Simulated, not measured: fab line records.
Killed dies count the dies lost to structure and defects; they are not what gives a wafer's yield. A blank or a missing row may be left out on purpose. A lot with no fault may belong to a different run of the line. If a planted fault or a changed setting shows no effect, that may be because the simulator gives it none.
Lot-split experiment ; flow n5 finfet ; on a route of 1938 steps: 7 lots, 21 wafers read

THE SPLIT
At N5_SD_EPI_N_COAT_32 (time 60 s, resist thk 350 nm), the setting spin rpm was moved away from the recipe's 1500 rpm on 7 of the 21 wafers read, by -9.3% to +10.7%. This setting was run at the recipe's value on the other wafers.

The reading is taken at the split's own step.

THE READING
SOC_of_SD_EPI_N_COAT_32.thk nm (the simulator's own value, which no gauge read), in nm, at N5_SD_EPI_N_COAT_32 (time 60 s, resist thk 350 nm). There is no usual value for it anywhere in the file. Here, 14 wafers ran the recipe; their average is 349.7 nm with a standard deviation of 1.3 nm.

wafer;tool, chamber at the split;spin rpm as run, rpm;against the recipe;SOC_of_SD_EPI_N_COAT_32.thk nm, nm;against lot-mates on the recipe
L081.1;litho track-04, 0;1500;recipe;349.4;-
L081.2;litho track-04, 0;1652;+10.1%;332.8;-16.9
L081.6;litho track-04, 0;1500;recipe;350;-
L083.1;litho track-04, 0;1361;-9.3%;369;+17.0
L083.2;litho track-04, 0;1500;recipe;351.6;-
L083.4;litho track-04, 0;1500;recipe;352.4;-
L088.1;litho track-04, 0;1500;recipe;348;-
L088.5;litho track-04, 0;1500;recipe;348.8;-
L088.6;litho track-04, 0;1500;recipe;347.2;-
L090.2;litho track-04, 0;1500;recipe;350;-
L090.3;litho track-04, 0;1661;+10.7%;333.2;-17.0
L090.4;litho track-04, 0;1500;recipe;350.4;-
L091.2;litho track-04, 0;1398;-6.8%;361.4;+13.0
L091.3;litho track-04, 0;1398;-6.8%;361.8;+13.4
L091.5;litho track-04, 0;1500;recipe;348.4;-
L092.3;litho track-01, 0;1500;recipe;350.4;-
L092.6;litho track-01, 0;1500;recipe;350.4;-
L092.4;litho track-01, 0;1500;recipe;349.8;-
L093.2;litho track-04, 0;1447;-3.5%;356;+6.4
L093.3;litho track-04, 0;1500;recipe;349.6;-
L093.4;litho track-04, 0;1447;-3.5%;354;+4.4

THE FIT
A straight line over all 21 wafers: SOC_of_SD_EPI_N_COAT_32.thk nm changes by -1.72 nm for each +1% of spin rpm; r = -0.98; the points scatter about the line by 1.5 nm.
The same after taking each lot's own level away (the mean of its wafers on the recipe; 21 wafers): -1.73 nm for each +1%; r = -1.00; scatter 0.8 nm.
According to that fit, moving spin rpm by its largest amount changes the reading by 19 nm.
The span of the lots' own levels, 348.00 to 352.00 nm, comes to 3.0 times the standard deviation stated above.
The two slopes are in agreement: the lot-to-lot level therefore moves the slope only a little.
Check: for one of the wafers moved furthest among these (+10.7%), held out of the fit, the line's prediction against its lot-mates is -19 nm. It came out at -17 nm against them.

THESE WAFERS: OTHER SPLITS
These wafers also went through other splits before the reading. Each is held against what the fit with the lots' levels taken away leaves over:
other split on the same wafers;wafers away from the commonest value;r with SOC_of_SD_EPI_N_COAT_32.thk nm (lot level and that fit taken away)
N5_WELL_APT_COAT_02 spin rpm;11;+0.05
N5_WELL_APT_EXPOSE_05 dose mj;4;-0.22
N5_PMOS_HMC_CHANNEL_EPI_COAT_03 spin rpm;6;+0.10
N5_PMOS_HMC_CHANNEL_EPI_PEB_07 peb temp c;8;-0.47
N5_FIN_CUT_CUT_ETCH_26 time s;4;-0.13

FILE'S OWN FIT
SOC_of_SD_EPI_N_COAT_32.thk nm changes by -1.71 nm for each +1% of spin rpm, r = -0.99.
